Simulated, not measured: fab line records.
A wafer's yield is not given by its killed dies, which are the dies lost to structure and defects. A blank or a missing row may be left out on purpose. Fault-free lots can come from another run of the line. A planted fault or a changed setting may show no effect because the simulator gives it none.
Chamber matching || flow n5_finfet || N5_DUMMY_GATE_ETCH_37 on rie_diel-06 has 4 sister chambers
The step etches SOC in N2/H2, target depth 60 nm, overetch 30 nm. 20 wafers are shown with their chamber, then 10 later ones without.

EACH WAFER AND ITS CHAMBER
{"wafer": "L074.3", "chamber": 1, "drypump_motor_current_A (A)": 5.2, "showerhead_plenum_p_Torr (Torr)": 2.62, "oes_product_au (a.u.)": 0.56}
{"wafer": "L074.4", "chamber": 2, "drypump_motor_current_A (A)": 6.4, "showerhead_plenum_p_Torr (Torr)": 2.46, "oes_product_au (a.u.)": 0.64}
{"wafer": "L074.5", "chamber": 0, "drypump_motor_current_A (A)": 6.4, "showerhead_plenum_p_Torr (Torr)": 2.63, "oes_product_au (a.u.)": 0.58}
{"wafer": "L077.1", "chamber": 0, "drypump_motor_current_A (A)": 6.4, "showerhead_plenum_p_Torr (Torr)": 2.63, "oes_product_au (a.u.)": 0.58}
{"wafer": "L077.2", "chamber": 2, "drypump_motor_current_A (A)": 6.4, "showerhead_plenum_p_Torr (Torr)": 2.46, "oes_product_au (a.u.)": 0.64}
{"wafer": "L077.5", "chamber": 1, "drypump_motor_current_A (A)": 5.2, "showerhead_plenum_p_Torr (Torr)": 2.62, "oes_product_au (a.u.)": 0.56}
{"wafer": "L078.1", "chamber": 1, "drypump_motor_current_A (A)": 5.2, "showerhead_plenum_p_Torr (Torr)": 2.62, "oes_product_au (a.u.)": 0.55}
{"wafer": "L078.3", "chamber": 3, "drypump_motor_current_A (A)": 5.2, "showerhead_plenum_p_Torr (Torr)": 2.60, "oes_product_au (a.u.)": 0.70}
{"wafer": "L078.4", "chamber": 0, "drypump_motor_current_A (A)": 6.4, "showerhead_plenum_p_Torr (Torr)": 2.63, "oes_product_au (a.u.)": 0.57}
{"wafer": "L081.1", "chamber": 3, "drypump_motor_current_A (A)": 5.2, "showerhead_plenum_p_Torr (Torr)": 2.59, "oes_product_au (a.u.)": 0.69}
{"wafer": "L081.3", "chamber": 2, "drypump_motor_current_A (A)": 6.4, "showerhead_plenum_p_Torr (Torr)": 2.45, "oes_product_au (a.u.)": 0.64}
{"wafer": "L081.4", "chamber": 0, "drypump_motor_current_A (A)": 6.4, "showerhead_plenum_p_Torr (Torr)": 2.63, "oes_product_au (a.u.)": 0.57}
{"wafer": "L083.1", "chamber": 3, "drypump_motor_current_A (A)": 5.2, "showerhead_plenum_p_Torr (Torr)": 2.59, "oes_product_au (a.u.)": 0.69}
{"wafer": "L083.5", "chamber": 3, "drypump_motor_current_A (A)": 5.2, "showerhead_plenum_p_Torr (Torr)": 2.59, "oes_product_au (a.u.)": 0.68}
{"wafer": "L083.6", "chamber": 2, "drypump_motor_current_A (A)": 6.4, "showerhead_plenum_p_Torr (Torr)": 2.45, "oes_product_au (a.u.)": 0.63}
{"wafer": "L088.3", "chamber": 0, "drypump_motor_current_A (A)": 6.5, "showerhead_plenum_p_Torr (Torr)": 2.62, "oes_product_au (a.u.)": 0.56}
{"wafer": "L088.5", "chamber": 2, "drypump_motor_current_A (A)": 6.4, "showerhead_plenum_p_Torr (Torr)": 2.45, "oes_product_au (a.u.)": 0.63}
{"wafer": "L088.6", "chamber": 1, "drypump_motor_current_A (A)": 5.2, "showerhead_plenum_p_Torr (Torr)": 2.61, "oes_product_au (a.u.)": 0.55}
{"wafer": "L089.2", "chamber": 2, "drypump_motor_current_A (A)": 6.4, "showerhead_plenum_p_Torr (Torr)": 2.45, "oes_product_au (a.u.)": 0.63}
{"wafer": "L089.4", "chamber": 1, "drypump_motor_current_A (A)": 5.2, "showerhead_plenum_p_Torr (Torr)": 2.61, "oes_product_au (a.u.)": 0.55}

SIGNATURES (averages over the wafers above)
{"reading": "drypump_motor_current_A", "chamber 0": 6.420, "chamber 1": 5.200, "chamber 2": 6.400, "chamber 3": 5.200, "scatter within a chamber": 0.0224}
{"reading": "showerhead_plenum_p_Torr", "chamber 0": 2.6280, "chamber 1": 2.6160, "chamber 2": 2.4533, "chamber 3": 2.5925, "scatter within a chamber": 0.00505}
{"reading": "oes_product_au", "chamber 0": 0.5720, "chamber 1": 0.5540, "chamber 2": 0.6350, "chamber 3": 0.6900, "scatter within a chamber": 0.00685}
Rule: a wafer's distance from a chamber is the root of the sum, over the readings, of the square of ((its reading less the chamber's mean) divided by the reading's scatter). If the next closest chamber is less than 2 further off than the closest, the wafer can't be placed; otherwise it belongs to the closest. The scatter is the square root of a quotient: the sum, over the shown wafers, of each reading's squared deviation from its chamber's mean, divided by wafers minus chambers.

WAFERS WHOSE CHAMBER IS MISSING
{"wafer": "L089.5", "drypump_motor_current_A (A)": 5.2, "showerhead_plenum_p_Torr (Torr)": 2.59, "oes_product_au (a.u.)": 0.67}
{"wafer": "L093.3", "drypump_motor_current_A (A)": 5.2, "showerhead_plenum_p_Torr (Torr)": 2.61, "oes_product_au (a.u.)": 0.54}
{"wafer": "L093.5", "drypump_motor_current_A (A)": 5.2, "showerhead_plenum_p_Torr (Torr)": 2.61, "oes_product_au (a.u.)": 0.55}
{"wafer": "L093.6", "drypump_motor_current_A (A)": 6.4, "showerhead_plenum_p_Torr (Torr)": 2.62, "oes_product_au (a.u.)": 0.56}
{"wafer": "L095.1", "drypump_motor_current_A (A)": 6.4, "showerhead_plenum_p_Torr (Torr)": 2.44, "oes_product_au (a.u.)": 0.61}
{"wafer": "L095.4", "drypump_motor_current_A (A)": 5.2, "showerhead_plenum_p_Torr (Torr)": 2.61, "oes_product_au (a.u.)": 0.54}
{"wafer": "L095.6", "drypump_motor_current_A (A)": 5.2, "showerhead_plenum_p_Torr (Torr)": 2.61, "oes_product_au (a.u.)": 0.55}
{"wafer": "L094.1", "drypump_motor_current_A (A)": 6.4, "showerhead_plenum_p_Torr (Torr)": 2.62, "oes_product_au (a.u.)": 0.56}
{"wafer": "L094.2", "drypump_motor_current_A (A)": 5.2, "showerhead_plenum_p_Torr (Torr)": 2.61, "oes_product_au (a.u.)": 0.54}
{"wafer": "L094.6", "drypump_motor_current_A (A)": 5.2, "showerhead_plenum_p_Torr (Torr)": 2.61, "oes_product_au (a.u.)": 0.54}

WHICH CHAMBER EACH WENT THROUGH
{"wafer": "L089.5", "from the rows above": 3, "in truth": 3}
{"wafer": "L093.3", "from the rows above": 1, "in truth": 1}
{"wafer": "L093.5", "from the rows above": 1, "in truth": 1}
{"wafer": "L093.6", "from the rows above": 0, "in truth": 0}
{"wafer": "L095.1", "from the rows above": 2, "in truth": 2}
{"wafer": "L095.4", "from the rows above": 1, "in truth": 1}
{"wafer": "L095.6", "from the rows above": 1, "in truth": 1}
{"wafer": "L094.1", "from the rows above": 0, "in truth": 0}
{"wafer": "L094.2", "from the rows above": 1, "in truth": 1}
{"wafer": "L094.6", "from the rows above": 1, "in truth": 1}
10 of 10 placed correctly. Number that these rows cannot place: 0. Wrongly placed: 0.
